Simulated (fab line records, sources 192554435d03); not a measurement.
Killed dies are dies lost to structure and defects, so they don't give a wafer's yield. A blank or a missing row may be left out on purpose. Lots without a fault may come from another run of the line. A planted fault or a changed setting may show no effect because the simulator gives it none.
One fault seen from 2 desks | flow n5_finfet | each desk has only its own numbers; what lay behind them comes last

THE TOOL OWNER'S DESK: litho_track-04
The tool's own readings at N5_BEOL_M10_COAT_60 (time 60 s, resist thk 30 nm): means of the sampled wafers that have a number, for each lot that ran on this tool. A lot is out of limits, marked OUT, if its mean lies more than 4 standard deviations from the usual mean; the brackets give that distance.
Columns: A = heater_power_total_W at N5_BEOL_M10_COAT_60, usual 427.3 W; B = run_length_s at N5_BEOL_M10_COAT_60, usual 66.07 s
lot  | first seen here | A                | B
L101 | day 11 20:30    | 450.3 (+11) OUT  | 60.62 (-34) OUT
L102 | day 12 08:29    | 439.6 (+5.9) OUT | 63.28 (-17) OUT
L116 | day 15 23:02    | 426.6            | 66.00
This desk's finding: out of limits on L101, L102; first on L101, day 11 20:30 (heater_power_total_W at N5_BEOL_M10_COAT_60). In limits: L116.

THE METROLOGY DESK
What the gauges read, lot by lot, whatever tool the lot ran on: means of the sampled wafers that have a number. A lot is out of limits, marked OUT, if its mean lies more than 4 standard deviations from the usual mean; the brackets give that distance.
Columns: A = cd_nm at N5_BEOL_M10_CD_MEAS_11, usual 64.0 nm
lot  | first seen here | A
L994 | day 9 18:53     | 63.5
L995 | day 10 03:44    | 64.5
L101 | day 11 20:52    | 64.0
L102 | day 12 08:52    | 64.2
L108 | day 13 09:47    | 63.7
L109 | day 14 05:21    | 63.8
L112 | day 14 20:57    | 64.1
L115 | day 15 04:25    | 63.5
L113 | day 15 08:34    | 64.1
L114 | day 15 12:14    | 63.5
L117 | day 15 15:07    | 63.8
L116 | day 15 23:17    | 63.9
This desk's finding: nothing out of limits on any of the 12 lots.

PUT TOGETHER
The tool owner's desk could have raised an alarm at day 11 20:30, on L101, L102.
The metrology desk saw nothing out of limits.
The metrology desk has L101, L102 on record, within its limits.
Of the lots named, all ran N5_BEOL_M10_COAT_60 on litho_track-04.

WHAT THE SIMULATOR HAD PUT IN
Process parameter drift: litho_track-04, from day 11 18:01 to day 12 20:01, at N5_BEOL_M10_COAT_60. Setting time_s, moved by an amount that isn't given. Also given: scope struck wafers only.
Lots struck among those shown: L101, L102.
Hours from the fault's start to each desk's first reading out of limits: the tool owner's desk, 2.
